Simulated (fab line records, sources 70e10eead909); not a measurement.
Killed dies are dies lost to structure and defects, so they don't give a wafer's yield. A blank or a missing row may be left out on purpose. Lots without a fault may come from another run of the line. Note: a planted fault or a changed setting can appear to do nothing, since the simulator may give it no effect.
Matching of chambers    flow nandHarc    NHARC_P_CONTACT_STRIP_28 on rieDiel-05: 4 sister chambers
The step strips in O2. 18 wafers are shown with their chamber, then 9 later ones without.

== WAFERS WITH THEIR CHAMBER ==
wafer   chamber  showerheadPlenumPTorr (Torr)  drypumpMotorCurrentA (A)  rfVppV (V)
L074.1  3        3.33                          5.1                       56.5
L074.3  1        3.66                          5.7                       58.6
L074.5  1        3.66                          5.7                       56.6
L074.2  0        3.76                          5.2                       57.9
L074.4  2        3.55                          6.0                       58.5
L074.6  2        3.55                          5.9                       56.9
L075.1  1        3.66                          5.7                       59.0
L075.2  3        3.33                          5.1                       56.4
L075.4  0        3.76                          5.2                       60.2
L079.1  1        3.66                          5.7                       57.9
L079.2  2        3.55                          5.9                       58.0
L079.6  1        3.66                          5.7                       57.7
L081.3  0        3.75                          5.2                       59.5
L081.4  1        3.66                          5.7                       59.3
L081.5  0        3.75                          5.2                       58.0
L088.1  3        3.32                          5.1                       58.0
L088.5  1        3.66                          5.7                       57.2
L088.6  2        3.55                          5.9                       57.0

SIGNATURES (means of the wafers above)
reading                chamber 0  chamber 1  chamber 2  chamber 3  scatter within a chamber
showerheadPlenumPTorr  3.7550     3.6600     3.5500     3.3267     0.00345
drypumpMotorCurrentA   5.200      5.700      5.925      5.100      0.0231
rfVppV                 58.900     58.043     57.600     56.967     0.965
Rule: for a wafer and a chamber, the distance is found by dividing, reading by reading, the gap between the wafer's reading and the chamber's mean by the reading's scatter, squaring, summing and taking the root. If the next closest chamber is less than 2 further off than the closest, the wafer can't be placed; otherwise it belongs to the closest. The scatter: the root of (the sum of the squares of (reading less its chamber's mean) over the shown wafers, divided by (wafers less chambers)).

== WAFERS WITHOUT THEIR CHAMBER ==
wafer   showerheadPlenumPTorr (Torr)  drypumpMotorCurrentA (A)  rfVppV (V)
L091.1  3.32                          5.1                       56.4
L091.2  3.66                          5.7                       57.0
L091.4  3.75                          5.2                       58.9
L091.3  3.55                          5.9                       58.1
L091.5  3.32                          5.1                       56.5
L091.6  3.75                          5.3                       58.8
L095.1  3.75                          5.3                       57.7
L095.2  3.32                          5.1                       56.7
L095.3  3.66                          5.8                       58.0

== EACH ONE'S CHAMBER ==
wafer   from the rows above  in truth
L091.1  3                    3
L091.2  1                    1
L091.4  0                    0
L091.3  2                    2
L091.5  3                    3
L091.6  0                    0
L095.1  0                    0
L095.2  3                    3
L095.3  1                    1
Correct placement for 9 of the 9. From these rows, 0 cannot be placed. 0 placed wrongly.
